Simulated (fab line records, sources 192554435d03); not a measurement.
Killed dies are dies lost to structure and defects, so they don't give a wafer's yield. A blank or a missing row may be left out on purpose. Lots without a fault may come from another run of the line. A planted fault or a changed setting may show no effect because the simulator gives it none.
Split-lot experiment | flow n5_finfet | 7 lots, 21 wafers read, on a route of 1938 steps

THE SPLIT
At N5_BEOL_M11_COAT_22 (resist thk 90 nm), the setting spin_rpm was moved away from the recipe's 1500 rpm on 7 of the 21 wafers read, by -8.1% to +9.9%. The other wafers ran this setting at the recipe's value.

FROM THE SPLIT TO THE READING: what the file shows between them, 4 steps
- N5_BEOL_M11_EBR_24
- N5_BEOL_M11_SOFTBAKE_23: time 60 s
- N5_BEOL_M11_EXPOSE_25: exposes mask V10
- N5_BEOL_M11_PEB_26: peb time 60 s

THE READING
CAR-ArF_of_BEOL_M11_COAT_22.thk_nm (the simulator's own value, which no gauge read), in nm, at N5_BEOL_M11_DEVELOP_27 (develop time 30 s). The file gives no usual value for it. The 14 wafers here that ran the recipe average 88.3 nm, standard deviation 0.18 nm.

wafer  | tool, chamber at the split | spin_rpm as run, rpm | against the recipe | CAR-ArF_of_BEOL_M11_COAT_22.thk_nm, nm | against lot-mates on the recipe
L078.3 | litho_track-03, 0          | 1500                 | recipe             | 88.4                                   | -
L078.4 | litho_track-03, 0          | 1626                 | +8.4%              | 84.6                                   | -3.8
L078.6 | litho_track-03, 0          | 1626                 | +8.4%              | 84.6                                   | -3.8
L085.2 | litho_track-05, 0          | 1648                 | +9.9%              | 84.2                                   | -4.4
L085.3 | litho_track-05, 0          | 1648                 | +9.9%              | 84.4                                   | -4.2
L085.5 | litho_track-05, 0          | 1500                 | recipe             | 88.6                                   | -
L084.1 | litho_track-03, 0          | 1500                 | recipe             | 88.4                                   | -
L084.3 | litho_track-03, 0          | 1500                 | recipe             | 88.4                                   | -
L084.5 | litho_track-03, 0          | 1500                 | recipe             | 88.6                                   | -
L087.1 | litho_track-05, 0          | 1500                 | recipe             | 88.4                                   | -
L087.2 | litho_track-05, 0          | 1500                 | recipe             | 88.2                                   | -
L087.6 | litho_track-05, 0          | 1500                 | recipe             | 88                                     | -
L091.1 | litho_track-03, 0          | 1601                 | +6.7%              | 85.6                                   | -2.6
L091.3 | litho_track-03, 0          | 1500                 | recipe             | 88                                     | -
L091.5 | litho_track-03, 0          | 1500                 | recipe             | 88.4                                   | -
L096.1 | litho_track-05, 0          | 1500                 | recipe             | 88.4                                   | -
L096.5 | litho_track-05, 0          | 1500                 | recipe             | 88.4                                   | -
L096.4 | litho_track-05, 0          | 1500                 | recipe             | 88.2                                   | -
L097.1 | litho_track-03, 0          | 1500                 | recipe             | 88.2                                   | -
L097.2 | litho_track-03, 0          | 1378                 | -8.1%              | 91.8                                   | +3.6
L097.4 | litho_track-03, 0          | 1378                 | -8.1%              | 92                                     | +3.8

THE FIT
A straight line over all 21 wafers: CAR-ArF_of_BEOL_M11_COAT_22.thk_nm changes by -0.427 nm for each +1% of spin_rpm; r = -1.00; the points scatter about the line by 0.18 nm.
The same after taking each lot's own level away (the mean of its wafers on the recipe; 21 wafers): -0.442 nm for each +1%; r = -1.00; scatter 0.15 nm.
On that fit, the largest move of spin_rpm shifts the reading by 4.4 nm.
The lots' own levels span 88.20 to 88.60 nm, that is 2.2 times the standard deviation above.
So the lot-to-lot level changes the slope little: the two slopes agree.
Check: with one of the wafers moved furthest among these (+9.9%) left out of the fit, the line predicts -4.32 nm for it against its lot-mates. It came out at -4.4 nm against them.

OTHER SPLITS ON THESE WAFERS
These wafers also went through other splits before the reading. Each is held against what the fit with the lots' levels taken away leaves over:
other split on the same wafers   | wafers away from the commonest value | r with CAR-ArF_of_BEOL_M11_COAT_22.thk_nm (lot level and that fit taken away)
N5_BEOL_M9_ETCH_65 cf4_flow_sccm | 7                                    | -0.08
N5_BEOL_M10_VIA_ETCH_34 time_s   | 6                                    | +0.13
N5_BEOL_M10_ETCH_41 source_w     | 7                                    | -0.05
N5_BEOL_M11_COAT_63 spin_rpm     | 6                                    | +0.05

THE WHOLE CHAIN: every reading that the file lists as answering this split, in the file's order
step                   | what it does      | reading                                                                             | change (the file's fit)               | r (the file's)
N5_BEOL_M11_COAT_22    | resist thk 90 nm  | CAR-ArF_of_BEOL_M11_COAT_22.thk_nm (the simulator's own value, which no gauge read) | -0.445 nm for each +1% of the setting | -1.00
N5_BEOL_M11_DEVELOP_27 | develop time 30 s | CAR-ArF_of_BEOL_M11_COAT_22.thk_nm (the simulator's own value, which no gauge read) | -0.436 nm for each +1% of the setting | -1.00

THE FILE'S OWN FIT
CAR-ArF_of_BEOL_M11_COAT_22.thk_nm changes by -0.436 nm for each +1% of spin_rpm, r = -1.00.
